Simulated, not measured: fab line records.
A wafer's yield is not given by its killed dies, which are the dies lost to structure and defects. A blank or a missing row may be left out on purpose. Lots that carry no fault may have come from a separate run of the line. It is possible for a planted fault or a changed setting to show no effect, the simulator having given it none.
What tool caused it?	flow nandHarc	7 lots, 21 wafers sampled, at 3 steps of a route of 1302

== WHAT THE GAUGES READ, wafer by wafer ==
NHARC_A_CHANNEL_HOLE_D2_OVL_MEAS_11.
lot	measured	on	overlayXNm (nm)
L704	day 13 08:28	overlay-02	-1.5 -1.2 -1.4
L707	day 14 20:04	overlay-02	2.1 1.8 0.9
L708	day 15 01:41	overlay-01	0.2 0.1 0.4
L720	day 20 06:24	overlay-02	-0.5 -0.4 0.0
L722	day 21 01:49	overlay-02	-0.4 -1.1 -0.5
L725	day 22 00:32	overlay-01	-0.8 -0.1 -0.4
L726	day 23 07:01	overlay-01	-0.8 -0.6 -0.3

== WHAT TOOL EACH LOT RAN ON (gives the tool, then ch and the chambers of the sampled wafers, and finally the start) ==
lot	NHARC_A_ONON_D2_DEP_33	NHARC_A_CHANNEL_HOLE_D2_DEP_00
L704	pecvd-01 ch 0,2, day 13 05:06	aclDep-01 ch 0, day 13 06:22
L707	pecvd-01 ch 0,2, day 14 14:55	aclDep-02 ch 0, day 14 16:00
L708	pecvd-03 ch 0,1, day 14 19:34	aclDep-02 ch 0, day 14 21:33
L720	pecvd-02 ch 1,2, day 20 03:01	aclDep-03 ch 0, day 20 03:40
L722	pecvd-03 ch 0, day 20 22:29	aclDep-02 ch 0, day 20 23:06
L725	pecvd-02 ch 0,2, day 21 17:23	aclDep-03 ch 0, day 21 22:19
L726	pecvd-02 ch 0,2, day 23 03:44	aclDep-03 ch 0, day 23 04:17
- NHARC_A_ONON_D2_DEP_33: deposits SiO2, target thk 200 nm.
- NHARC_A_CHANNEL_HOLE_D2_DEP_00: deposits aC, target thk 3100 nm.

== THE ANSWER, worked out from the rows above alone ==
Rule: the usual values come from the lots themselves. Put in order of their means at a reading, lots are off if they are a third of the lots or fewer, leave a main group of 4 or more, and stand apart from it by a gap of 3 or more times the standard deviation of the main group's means; of several such gaps the widest counts. Not used: any main group whose means are identical at the precision the tables above print for the reading. A lot without any number at a reading at which 4 lots or more have one is off too. The other lots that the step has rows for count as sound.
Nothing can be told from this: no lot is off at any reading shown.

== WHAT THE SIMULATOR HAD INSERTED ==
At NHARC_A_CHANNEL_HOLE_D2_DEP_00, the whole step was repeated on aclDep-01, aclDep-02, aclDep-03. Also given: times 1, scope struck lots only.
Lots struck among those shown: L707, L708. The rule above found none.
